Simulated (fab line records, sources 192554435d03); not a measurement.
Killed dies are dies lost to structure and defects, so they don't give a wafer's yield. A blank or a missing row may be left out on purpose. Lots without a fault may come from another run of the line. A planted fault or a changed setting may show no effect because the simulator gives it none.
A struck lot beside a sound one | flow n5_finfet | 37 steps out of a route of 1938
Sound: wafers L738.2, L738.3, L738.5. Struck: wafer L745.5. (L745.6 of the same lot was not struck and is left out.) The cause comes at the end.
At each step with rows: each side's tool, then ch and its chambers, then its first start. Under that, the readings that differ: sound wafers | struck wafers | difference of the means | sigmas: that difference in standard deviations of wafers without a fault.
alike: readings whose means differ by less than 2 such deviations, and words and numbers that are the same on both sides. not compared: withheld readings, readings that some wafer has no value for, bounds like >300 that may hide the same value, and numbers for which the record gives no deviation and whose values overlap.
The two part at a step that has a row with sigmas, a row that says differs or no value, or rows on one side only. Numbers that don't overlap but have no deviation are shown without sigmas and don't part them. A reading that every wafer of one side lacks parts them only if that side has two wafers or more.

first, 9 steps without rows for these wafers: N5_PMOS_HMC_CHANNEL_EPI_EPI_26 (deposits Si from SiH4/H2, target thk 3.8 nm, time 22.7 s); N5_FIN_SAQP_PRECLEAN_42 (cleans in O3/DIW, time 60 s); N5_FIN_SAQP_PRECLEAN_00 (cleans in SC1, time 60 s); N5_FIN_SAQP_PRECLEAN_44 (cleans in SC2, time 45 s); N5_FIN_SAQP_SRD_01 (time 30 s); N5_FIN_SAQP_ALD_61 (deposits SiO2, target thk 4 nm, pulse time 1 s, purge time 2 s); N5_FIN_SAQP_DENSIFY_62 (time 60 s); N5_FIN_SAQP_HM_DEP_03 (deposits SiNx from SiH4/NH3/N2, target thk 38 nm, time 33.6 s); N5_FIN_SAQP_PECVD_47 (deposits a-Si from SiH4/He, target thk 45 nm, time 36.3 s).
N5_FIN_SAQP_PECVD_48: deposits SiNx from SiH4/NH3/N2, target thk 25 nm, time 22.1 s.
  sound on pecvd-01 ch 1,2, day 3 02:55; struck on pecvd-01 ch 0, day 4 21:23
  reading                                     | sound             | struck | difference | sigmas
  showerhead_plenum_p_Torr (Torr)             | 5.05 5.14 5.13    | 5.26   | +0.15      | +3
  model.SiNx_of_FIN_SAQP_PECVD_48.thk_nm (nm) | 24.47 24.56 24.98 | 19.02  | -5.65      |
  alike: heater_power_w, throttle_valve_pct
then, 16 steps without rows for these wafers: N5_FIN_SAQP_PECVD_06 (deposits a-Si from SiH4/He, target thk 60 nm, time 48.1 s); N5_FIN_SAQP_HM_DEP_72 (deposits SiO2 from SiH4/N2O, target thk 12 nm, time 7.2 s); N5_FIN_SAQP_COAT_49 (time 60 s, resist thk 100 nm); N5_FIN_SAQP_COAT_50 (time 60 s, resist thk 35 nm); N5_FIN_SAQP_COAT_10 (resist thk 90 nm); N5_FIN_SAQP_EBR_12; N5_FIN_SAQP_SOFTBAKE_11 (time 60 s); N5_FIN_SAQP_EXPOSE_13 (exposes mask FIN CORE, target cd 35.6 nm); N5_FIN_SAQP_PEB_14 (peb time 60 s); N5_FIN_SAQP_DEVELOP_15 (develop time 30 s); N5_FIN_SAQP_DESCUM_21 (chemistry O2, time 7.9 s); N5_FIN_SAQP_ETCH_51 (etches SiARC in CF4, target depth 45.5 nm, time 75.8 s); N5_FIN_SAQP_ETCH_52 (etches SOC in N2/H2, target depth 100 nm, overetch 20 nm, time 150 s); N5_FIN_SAQP_STRIP_53 (strips in N2/H2); N5_FIN_SAQP_HM_OPEN_73 (chemistry CHF3/O2, target SiO2, stops on a-Si, target depth 12 nm, time 16.8 s); N5_FIN_SAQP_STRIP_74 (strips in CHF3/O2).
N5_FIN_SAQP_MANDREL_ETCH_22: etches a-Si in HBr/Cl2, stops on SiNx, target depth 60 nm, bt time 10 s, time 30 s.
  sound on rie_si-02 ch 0,2,3, day 3 04:11; struck on rie_si-02 ch 1, day 4 22:16
  reading                                     | sound             | struck | difference | sigmas
  model.SiNx_of_FIN_SAQP_PECVD_48.thk_nm (nm) | 24.31 24.45 24.84 | 18.99  | -5.54      |
  alike: drypump_motor_current_A, oes_product_au, throttle_valve_pct
  not compared: rf_hours_counter_h
then, 7 steps without rows for these wafers: N5_FIN_SAQP_STRIP_55 (strips in N2/H2); N5_FIN_SAQP_STRIP_23 (strips in SPM, time 750 s); N5_FIN_SAQP_SRD_66 (time 30 s); N5_FIN_SAQP_RECESS_75 (chemistry HF/NH3, target SiO2, target depth 14.4 nm, afs cycles 3, sublimation time 60 s); N5_FIN_SAQP_SPACER1_ALD_24 (deposits SiO2, target thk 20.3 nm, pulse time 1 s, purge time 2 s); N5_FIN_SAQP_SPACER1_ETCHBACK_25 (etches SiO2 in CHF3/O2, target depth 24.4 nm, time 12.2 s); N5_FIN_SAQP_MANDREL1_REMOVE_56 (chemistry HBr/Cl2/O2, target a-Si, stops on SiNx, bt time 10 s).
N5_FIN_SAQP_ETCH_57: etches SiNx in CH3F/O2, target depth 32.5 nm, time 46.4 s.
  sound on rie_diel-01 ch 1,2,3, day 3 06:00; struck on rie_diel-01 ch 3, day 5 00:10
  reading                  | sound             | struck | difference | sigmas
  etch_rf_on_time_s (s)    | 45.8 46.1 46.1    | 35.6   | -10.4      | -9
  model.etch.depth_nm (nm) | 24.31 24.45 24.84 | 18.99  | -5.54      |
  alike: drypump_motor_current_A, oes_product_au, rf_vpp_V, showerhead_plenum_p_Torr, throttle_valve_pct
  not compared: rf_hours_counter_h
-- the record jumps here: 6 days lie between the struck wafers' starts before and after (it left off in module FIN_SAQP and takes up again in module BEOL_M4, whose first step shown is number 1111 of the route) --
N5_BEOL_M4_RC_MEAS_101:
  sound on prober-02 ch 0, day 9 00:02; struck on prober-01 ch 0, day 10 22:02
  alike: DIBL_N, DIBL_P, IOFF_N, IOFF_P, ION_N, ION_P, SS_N, SS_P, VT_N, VT_P
then, 1 step without rows for these wafers: N5_PASSIVATION_PROBE_49.

WHERE THEY PART
First at N5_FIN_SAQP_PECVD_48; last, within this record, at N5_FIN_SAQP_ETCH_57. Later steps at which nothing parts them and some readings are alike: N5_BEOL_M4_RC_MEAS_101.

WHY: what the simulator had put in
Process parameter drift: pecvd-01, from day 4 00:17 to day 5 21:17, at N5_FIN_SAQP_PECVD_48. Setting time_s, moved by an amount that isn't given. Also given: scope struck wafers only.
